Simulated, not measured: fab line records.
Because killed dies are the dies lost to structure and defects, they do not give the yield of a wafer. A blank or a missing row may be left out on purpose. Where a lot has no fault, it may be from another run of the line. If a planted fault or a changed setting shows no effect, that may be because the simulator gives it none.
A lot that was struck, set against a sound lot -- flow n5Finfet -- 37 out of 1938 route steps
Sound: these wafers, L483.4, L483.5, L483.6. Struck: wafers L479.1, L479.4, L479.6. The cause comes at the end.
Each step with rows lists, per side, the tool, then ch with its chambers, then its first start. Under that, the readings that differ: sound wafers -- struck wafers -- difference of the means -- sigmas: that difference in standard deviations of wafers without a fault.
alike: same words and numbers on both sides, and readings whose means sit less than 2 such deviations apart. not compared: any withheld reading, any reading some wafer has no value for, any bound like >300 that may hide the same value, and any number with overlapping values for which the record gives no deviation.
Wherever a step has rows on one side only, a row that says differs or no value, or a row with sigmas, the two part there. When numbers do not overlap yet have no deviation, they are printed without sigmas and do not part them. A reading missing from all wafers of one side parts the sides only when that side holds two or more wafers.

first, 9 steps without rows for these wafers: N5_BEOL_M4_ANNEAL_95 (time 240 s); N5_BEOL_M4_SPUTTER_96 (material Cu, target thk 4.5 nm, time 8.29 s); N5_BEOL_M4_ECD_50 (material Cu, target thk 300 nm); N5_BEOL_M4_ANNEAL_51 (time 90 s); N5_BEOL_M4_CMP_52 (polishes, stops on SiOC, t overpolish 6.8 s, target thk 40 nm); N5_BEOL_M4_PRE_CLEAN_60 (time 15 s); N5_BEOL_M4_CO_CAP_55 (material Co, precursor CCTBA/H2, target thk 2 nm, time 102.1 s); N5_BEOL_M4_PRE_CLEAN_56 (time 15 s); N5_BEOL_M4_DEP_57 (deposits SiCN from 3MS/NH3, target thk 8 nm, time 14 s).
N5_BEOL_M4_RC_MEAS_101:
  sound on prober-01 ch 0, day 14 03:17; struck on prober-02 ch 0, day 13 05:05
  alike: DIBL_N, DIBL_P, IOFF_N, IOFF_P, ION_N, ION_P, SS_N, SS_P, VT_N, VT_P
then, 24 steps without rows for these wafers: N5_BEOL_M5_ILD_DEP_00 (deposits SiCOH lowk from DEMS/porogen, target thk 140.64 nm, time 25.9 s); N5_BEOL_M5_CURE_79 (cures SiCOH lowk, time 240 s); N5_BEOL_M5_PECVD_70 (deposits SiO2 from TEOS/O2, target thk 16 nm, time 18 s); N5_BEOL_M5_HM_DEP_02 (deposits TiN, target thk 20 nm); N5_BEOL_M5_COAT_59 (time 60 s, resist thk 60 nm); N5_BEOL_M5_COAT_60 (time 60 s, resist thk 12 nm); N5_BEOL_M5_COAT_71 (time 60 s, resist thk 5 nm); N5_BEOL_M5_COAT_05 (resist thk 30 nm); N5_BEOL_M5_EBR_07; N5_BEOL_M5_SOFTBAKE_06 (time 60 s); N5_BEOL_M5_EXPOSE_08 (exposes mask M5, target cd 28 nm); N5_BEOL_M5_PEB_09 (peb time 60 s); N5_BEOL_M5_DEVELOP_10 (develop time 30 s); N5_BEOL_M5_DESCUM_16 (chemistry O2, time 7 s); N5_BEOL_M5_ETCH_72 (etches underlayer in N2/H2, target depth 6.5 nm, time 5.2 s); N5_BEOL_M5_ETCH_61 (etches SiARC in CF4, target depth 15.6 nm, time 26 s); N5_BEOL_M5_ETCH_62 (etches SOC in N2/H2, target depth 75 nm, overetch 15 nm, time 112.5 s); N5_BEOL_M5_STRIP_63 (strips in N2/H2); N5_BEOL_M5_STRIP_73 (strips in N2/H2); N5_BEOL_M5_STRIP_64 (strips in CF4); N5_BEOL_M5_HM_OPEN_17 (chemistry Cl2/BCl3, target TiN, target depth 20 nm, overetch 6 nm); N5_BEOL_M5_STRIP_19 (strips in O2); N5_BEOL_M5_COAT_65 (time 60 s, resist thk 60 nm); N5_BEOL_M5_COAT_66 (time 60 s, resist thk 12 nm).
N5_BEOL_M8_SPUTTER_48: material Cu, target thk 10 nm, time 1.667 s.
  sound: pvdSputter-03 at day 15 15:26; struck: pvdSputter-03 at day 14 16:20
  no value came back on the struck wafers for biasV (V), cathodeDcPowerW (W), chuckGasFlowSccm (sccm), throttleValvePct (%); on the sound wafers biasV (V) reads 60.7 59.1 60.5
N5_BEOL_M8_CMP_52: polishes, stops on SiCOH lowk, t overpolish 6.9 s, target thk 80 nm.
  sound on cmp-03 ch 1,2, day 15 16:49; struck on cmp-03 ch 0,3, day 14 18:16
reading,sound,struck,difference,sigmas
timeToEndpointS (s),58 63 63,1 0 0,-61,-16
  alike: motorCurrentA, platenRpm, slurryFilterDpKPa
-- the record jumps here: 3 days lie between the struck wafers' starts before and after (it left off in module BEOL_M8 and takes up again in module PASSIVATION, whose first step shown is number 1936 of the route) --
N5_PASSIVATION_PROBE_49:
  the record has rows for the struck wafers here (prober-01, day 17 15:23) and none for the sound ones

WHERE THEY PART
First at N5_BEOL_M8_SPUTTER_48; last, within this record, at N5_PASSIVATION_PROBE_49.

WHY: what had been put in by the simulator
Skipped step whole: pvdSputter-03, from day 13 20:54 on, at N5_BEOL_M8_SPUTTER_48. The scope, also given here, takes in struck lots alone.
